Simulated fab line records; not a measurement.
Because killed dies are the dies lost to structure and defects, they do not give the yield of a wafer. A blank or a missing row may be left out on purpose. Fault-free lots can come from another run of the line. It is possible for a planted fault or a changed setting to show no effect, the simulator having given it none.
Code-filled problem report in 8D (eight disciplines) form + flow n5-finfet + the parts of the form that need people (team, actions taken, sign-off) are left out

== 1. PROBLEM STATEMENT ==
Mean of barrier-field-endpoint-s at N5_BEOL_M12_CMP_49: 36.3 s across 2 wafers in 2 lots; on wafers with no fault it is 30.4 s (standard deviation 0.72). Measured from the usual mean, that is +8.2 standard deviations.
The step: polishes, stops on SiOC, t overpolish 20.6 s, target thk 320 nm.
The first sign was on wafer L648.3 at day 16 00:25, on cmp-01. The record holds 32 wafers of 12 lots with a number at this step. Rule for "out" (also "out of limits"): further than 4 standard deviations from the usual mean. Any other wafer with a number is counted as sound.

== 2. WHAT IT IS, WHAT IT ISN'T ==
| question                    | is                       | is not                                                                    |
|-----------------------------|--------------------------|---------------------------------------------------------------------------|
| which readings at this step | barrier-field-endpoint-s | clearing-platen-down-force-psi, motor-current-A                           |
| which lots                  | L648, L650               | L636, L637, L641, L642, L643, L644, L645, L646, L649, L656                |
| which wafers of those lots  | L648.3, L650.3           | L648.5, L650.5                                                            |
| read on which tools         | cmp-01                   | cmp-03, cmp-04                                                            |
| when                        | from day 16 00:25        | up to then (26 sound wafers); but 4 sound wafers of L650, L656 came after |

== 3. SUSPECTS, AND WHAT RULES EACH OUT ==
Counting: a tool at a process step up to the reading stays a suspect if it ran every lot that is out. Sound lots after the first of them don't rule it out here, since some wafers of a struck lot are sound.
- pvd-sputter-01 at N5_BEOL_M12_DEGAS_41 (time 60 s): kept. Ran every lot that is out, first one L648 (day 15 23:37); last sound lot up to then L649 (day 15 17:27).
- pvd-sputter-01 at N5_BEOL_M12_SPUTTER_43 (material TaN, target thk 15 nm, time 24.19 s): kept. Ran every lot that is out, first one L648 (day 15 23:41); last sound lot up to then L649 (day 15 17:32).
- cmp-01 at N5_BEOL_M12_CMP_49 (polishes, stops on SiOC, t overpolish 20.6 s, target thk 320 nm): kept. Ran every lot that is out, first one L648 (day 16 00:25); last sound lot up to then L649 (day 15 18:15). Its own readings are out on those wafers: barrier-field-endpoint-s.
The count leaves pvd-sputter-01 at N5_BEOL_M12_DEGAS_41, pvd-sputter-01 at N5_BEOL_M12_SPUTTER_43, and cmp-01 at N5_BEOL_M12_CMP_49.

== 4. THE CAUSE (what the simulator had put in) ==
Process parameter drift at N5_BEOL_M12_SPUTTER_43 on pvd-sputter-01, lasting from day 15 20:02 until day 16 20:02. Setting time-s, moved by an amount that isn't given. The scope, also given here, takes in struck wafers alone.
3 suspects survive the count, and this tool is in that group.

== 5. THE EFFECT CHAIN, in route order ==
Each row: a reading where the mean over the struck wafers with a number is more than 3 standard deviations away from the usual. Only readings for which the record gives a usual standard deviation are gone through. hours: the time from each lot's start at the first step in this table that gives one to its start at this step, as a median over the lots. sigmas: the change in usual standard deviations.
| hours | step               | reading                  | usual  | on struck wafers | change | sigmas |
|-------|--------------------|--------------------------|--------|------------------|--------|--------|
| 0     | N5_BEOL_M12_CMP_49 | barrier-field-endpoint-s | 30.4 s | 36.3             | +5.9   | +8.2   |
Here are the process steps it includes:
- N5_BEOL_M12_CMP_49: polishes, stops on SiOC, t overpolish 20.6 s, target thk 320 nm.
Later steps that measure or inspect, where all struck wafers having a row at the step show a number for every such reading and not one has moved that far: N5_BEOL_M12_RS_MEAS_54.

== 6. WHAT WOULD HAVE CAUGHT IT SOONER ==
In this record no reading fell out of limits until day 16 00:25, 4 hours after the fault had begun at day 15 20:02.
Tool readings at N5_BEOL_M12_SPUTTER_43 with a usual standard deviation given in the record: none out on any struck wafer, hence no alarm at a limit of 4 standard deviations on them.
L650, from the lots that are out (2), started N5_BEOL_M12_SPUTTER_43 on pvd-sputter-01 later than day 16 00:25. A tool hold placed at that time would have kept it from harm.
